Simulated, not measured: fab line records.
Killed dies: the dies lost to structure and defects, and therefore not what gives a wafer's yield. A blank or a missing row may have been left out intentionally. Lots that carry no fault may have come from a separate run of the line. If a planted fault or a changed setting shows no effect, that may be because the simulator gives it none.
Which tool was responsible?    flow n5 finfet    8 lots, 24 wafers sampled, at 5 steps of a route of 1938

WHAT THE GAUGES SHOWED, per wafer
N5_BEOL_M4_RC_MEAS_101. Usual: DIBL_N 36.6 mV/V, standard deviation 1.3; DIBL_P 36.4 mV/V, standard deviation 1.4; IOFF_N 0.167 nA/um, standard deviation 0.023; IOFF_P 0.219 nA/um, standard deviation 0.029; ION_N 678 uA/um, standard deviation 8.7; ION_P 464 uA/um, standard deviation 6.4; SS_N 71.5 mV/dec, standard deviation 0.53; SS_P 73.4 mV/dec, standard deviation 0.57; VT_N 248.5 mV, standard deviation 2.8; VT_P -249 mV, standard deviation 3.1.
lot   measured      on         DIBL_N (mV/V)   DIBL_P (mV/V)   IOFF_N (nA/um)     IOFF_P (nA/um)     ION_N (uA/um)  ION_P (uA/um)  SS_N (mV/dec)   SS_P (mV/dec)   VT_N (mV)          VT_P (mV)       flag
L893  day 9 10:55   prober-02  37.2 37.2 39.4  36.1 35.8 38.8  0.166 0.158 0.219  0.233 0.233 0.279  688 691 702    471 470 477    71.8 71.2 71.9  73.2 73.9 74.0  247.2 246.0 242.7  -245 -245 -246  
L894  day 9 09:05   prober-02  34.3 35.1 36.7  33.1 33.8 35.5  0.125 0.132 0.164  0.212 0.219 0.256  660 673 675    468 475 476    71.6 71.4 73.2  72.4 72.5 72.3  254.0 253.4 249.6  -247 -249 -245  
L895  day 10 10:31  prober-02  39.2 37.6 38.4  38.2 36.8 37.2  0.191 0.174 0.176  0.240 0.219 0.224  683 681 684    464 463 466    72.3 72.0 72.6  73.7 72.9 73.1  248.0 247.0 248.2  -246 -248 -246  
L896  day 10 17:10  prober-01  36.8 36.2 35.3  37.2 36.7 35.4  0.144 0.149 0.128  0.192 0.185 0.163  676 678 675    460 460 452    71.5 71.3 71.1  73.0 73.2 72.7  251.5 251.0 253.6  -252 -256 -255  
L899  day 12 19:20  prober-01  34.9 36.6 34.6  34.7 36.5 34.2  0.143 0.170 0.131  0.182 0.208 0.178  673 668 664    460 457 460    71.2 71.6 70.7  72.9 73.3 72.7  250.8 247.6 249.1  -253 -249 -251  
L905  day 14 05:10  prober-01  36.7 36.8 35.3  35.2 37.2 35.2  0.151 0.157 0.133  0.167 0.193 0.169  675 674 665    448 460 453    72.3 71.7 71.6  73.0 73.3 72.5  250.5 248.2 251.8  -255 -254 -252  
L910  day 15 15:37  prober-01  37.1 37.7 36.9  39.1 38.4 38.3  0.171 0.176 0.168  0.247 0.233 0.222  674 675 678    463 465 466    72.1 72.4 71.7  73.3 73.7 73.8  249.8 250.0 252.3  -248 -248 -251  
L912  day 15 15:25  prober-02  36.2 36.1 35.8  37.2 36.6 36.3  0.160 0.153 0.151  0.197 0.182 0.179  679 676 679    461 457 460    71.8 71.3 70.9  72.2 72.6 72.6  248.6 251.2 250.6  -252 -250 -252  

WHAT TOOL EACH LOT RAN ON (gives the tool, then ch and the chambers of the sampled wafers, and finally the start)
lot   N5_WELL_APT_DESCUM_30              N5_WELL_APT_RTA_34               N5_PMOS_HMC_CHANNEL_EPI_ETCH_32    N5_PMOS_HMC_CHANNEL_EPI_ETCH_38
L893  rie diel-04 ch 0,2, day 2 15:55    rtp anneal-01 ch 0, day 2 16:52  rie diel-06 ch 1,2, day 2 18:30    rie si-01 ch 1,2,3, day 2 19:07
L894  rie diel-05 ch 1,2,3, day 2 21:23  rtp anneal-01 ch 0, day 2 22:19  rie diel-03 ch 1,3, day 3 00:14    rie si-06 ch 0,2, day 3 00:38
L895  rie diel-05 ch 1,2,3, day 3 03:08  rtp anneal-01 ch 0, day 3 03:53  rie diel-06 ch 0,2, day 3 05:26    rie si-01 ch 0,3, day 3 05:51
L896  rie diel-01 ch 1,2, day 3 09:28    rtp anneal-02 ch 0, day 3 10:14  rie diel-03 ch 1,2, day 3 12:17    rie si-06 ch 0,2,3, day 3 12:41
L899  rie diel-04 ch 0,3, day 4 03:20    rtp anneal-01 ch 0, day 4 04:09  rie diel-02 ch 0,2, day 4 05:56    rie si-01 ch 0,2,3, day 4 06:20
L905  rie diel-04 ch 1,2, day 5 15:44    rtp anneal-02 ch 0, day 5 16:32  rie diel-06 ch 1,3, day 5 17:58    rie si-01 ch 0,1,2, day 5 18:23
L910  rie diel-04 ch 1,2,3, day 6 22:14  rtp anneal-01 ch 0, day 6 23:03  rie diel-03 ch 0,3, day 7 00:26    rie si-06 ch 0,1,2, day 7 00:51
L912  rie diel-04 ch 1,2, day 7 09:44    rtp anneal-01 ch 0, day 7 10:31  rie diel-02 ch 0,1,2, day 7 11:58  rie si-01 ch 0,2, day 7 12:22
- N5_WELL_APT_DESCUM_30: chemistry O2, time 7.9 s.
- N5_WELL_APT_RTA_34: time 10 s.
- N5_PMOS_HMC_CHANNEL_EPI_ETCH_32: etches BARC in N2/H2, stops on SiO2, target depth 85.8 nm, time 50.3 s.
- N5_PMOS_HMC_CHANNEL_EPI_ETCH_38: etches SiO2 in CF4, target depth 1.5 nm.

AS READ BY THE TOOLS THEMSELVES (means over the sampled wafers that have a number; for cases with no such wafer, the mark the record gives instead)
N5_WELL_APT_DESCUM_30. Usual: bias power w 19.99 W, standard deviation 0.061; drypump motor current A 5.8 A, standard deviation 0.46; oes product au 0.77 a.u., standard deviation 0.078; rf vpp V 243.5 V, standard deviation 1.2; showerhead plenum p Torr 2.12 Torr, standard deviation 0.054; throttle valve pct 20.52 %, standard deviation 0.14.
lot   tool         bias power w (W)  drypump motor current A (A)  oes product au (a.u.)  rf vpp V (V)  showerhead plenum p Torr (Torr)  throttle valve pct (%)  flag
L893  rie diel-04  20.02             6.0                          0.72                   244.1         2.14                             20.53                   
L894  rie diel-05  20.00             6.2                          0.82                   243.7         2.11                             20.48                   
L895  rie diel-05  19.96             6.2                          0.81                   243.0         2.11                             20.49                   
L896  rie diel-01  19.98             5.2                          0.75                   244.4         2.15                             20.41                   
L899  rie diel-04  19.96             6.0                          0.69                   244.8         2.15                             20.53                   
L905  rie diel-04  19.99             6.0                          0.70                   243.2         2.07                             20.59                   
L910  rie diel-04  19.92             5.8                          0.79                   242.9         2.09                             20.48                   
L912  rie diel-04  19.91             5.8                          0.71                   243.1         2.07                             20.64                   

N5_WELL_APT_RTA_34. Usual: anneal temp c max 1006, standard deviation 3.3; lamp power pct 13.01 %, standard deviation 0.049; lamp_zone_1_pct 12.99 %, standard deviation 0.03; lamp_zone_2_pct 12.994 %, standard deviation 0.029; lamp_zone_3_pct 12.99 %, standard deviation 0.031; lamp_zone_4_pct 12.996 %, standard deviation 0.03; lamp_zone_5_pct 12.997 %, standard deviation 0.029; lamp_zone_6_pct 12.92 %, standard deviation 0.033; lamp_zone_7_pct 13.42 %, standard deviation 0.031; wafer_temp_C_max 1003.5, standard deviation 0.98.
lot   tool           anneal temp c max  lamp power pct (%)  lamp_zone_1_pct (%)  lamp_zone_2_pct (%)  lamp_zone_3_pct (%)  lamp_zone_4_pct (%)  lamp_zone_5_pct (%)  lamp_zone_6_pct (%)  lamp_zone_7_pct (%)  wafer_temp_C_max  flag
L893  rtp anneal-01  1003               12.98               12.99                12.978               12.99                12.974               12.996               12.92                13.45                1002.4            
L894  rtp anneal-01  1002               13.06               12.99                12.999               13.02                13.013               12.995               12.89                13.43                1004.4            
L895  rtp anneal-01  1003               12.37               12.38                12.379               12.37                12.391               12.380               12.32                12.79                1003.9            OFF
L896  rtp anneal-02  1009               12.97               13.00                13.008               13.00                12.976               12.990               12.92                13.43                1004.1            
L899  rtp anneal-01  1003               12.40               12.40                12.349               12.35                12.365               12.392               12.31                12.81                1003.0            OFF
L905  rtp anneal-02  1009               12.99               12.98                12.995               12.96                13.003               13.012               12.92                13.42                1003.3            
L910  rtp anneal-01  1002               13.03               12.98                13.007               12.95                13.005               13.021               12.93                13.42                1003.6            
L912  rtp anneal-01  1002               13.00               12.99                13.000               12.99                12.998               13.004               12.93                13.44                1002.6            

N5_PMOS_HMC_CHANNEL_EPI_ETCH_32. Usual: drypump motor current A 5.7 A, standard deviation 0.43; oes product au 0.66 a.u., standard deviation 0.069; rf vpp V 523.5 V, standard deviation 2.7; showerhead plenum p Torr 2.53 Torr, standard deviation 0.089; throttle valve pct 17.95 %, standard deviation 0.21.
lot   tool         drypump motor current A (A)  oes product au (a.u.)  rf vpp V (V)  showerhead plenum p Torr (Torr)  throttle valve pct (%)  flag
L893  rie diel-06  5.9                          0.64                   526.0         2.57                             18.01                   
L894  rie diel-03  5.7                          0.61                   522.1         2.48                             18.04                   
L895  rie diel-06  6.0                          0.64                   521.8         2.46                             17.72                   
L896  rie diel-03  5.8                          0.63                   523.6         2.56                             18.05                   
L899  rie diel-02  5.9                          0.63                   525.5         2.60                             17.88                   
L905  rie diel-06  5.5                          0.61                   524.8         2.57                             18.15                   
L910  rie diel-03  5.0                          0.76                   523.9         2.57                             17.59                   
L912  rie diel-02  6.0                          0.74                   525.2         2.57                             17.72                   

N5_PMOS_HMC_CHANNEL_EPI_ETCH_38. Usual: cf4 flow sccm 80.01 sccm, standard deviation 0.24; drypump motor current A 5.8 A, standard deviation 0.41; oes product au 1.001 a.u., standard deviation 0.023; throttle valve pct 21.70 %, standard deviation 0.27.
lot   tool       cf4 flow sccm (sccm)  drypump motor current A (A)  oes product au (a.u.)  throttle valve pct (%)  flag
L893  rie si-01  79.92                 6.1                          0.989                  21.58                   
L894  rie si-06  79.99                 5.3                          1.007                  21.42                   
L895  rie si-01  80.02                 6.0                          1.003                  21.81                   
L896  rie si-06  79.99                 5.6                          0.999                  21.66                   
L899  rie si-01  79.97                 6.1                          1.011                  21.73                   
L905  rie si-01  80.15                 6.2                          1.008                  21.63                   
L910  rie si-06  79.99                 5.5                          1.009                  21.57                   
L912  rie si-01  80.21                 6.4                          1.006                  21.65                   

THE ANSWER, worked out from the rows above alone
Rule: take the mean of a lot's wafers that have a number; if it is more than 3 standard deviations from the usual mean, the lot is off. A lot without any number at a reading at which 4 lots or more have one is off too. All remaining lots with rows at the step are treated as sound. Order of review: gauges by route order, followed by the tools' own readings, for which a lot's mean as printed above is used. The first step at which some lot is off is used, and at that step the reading that is off furthest; a lot without a number counts as furthest.
Off: L895, L899 (N5_WELL_APT_RTA_34, lamp_zone_2_pct).
If a tool, at that step or one of the process steps before it, ran each lot that is off and ran no sound lot following the first of them, it fits. No candidate that was tried fits.

WHAT THE SIMULATOR HAD INSERTED
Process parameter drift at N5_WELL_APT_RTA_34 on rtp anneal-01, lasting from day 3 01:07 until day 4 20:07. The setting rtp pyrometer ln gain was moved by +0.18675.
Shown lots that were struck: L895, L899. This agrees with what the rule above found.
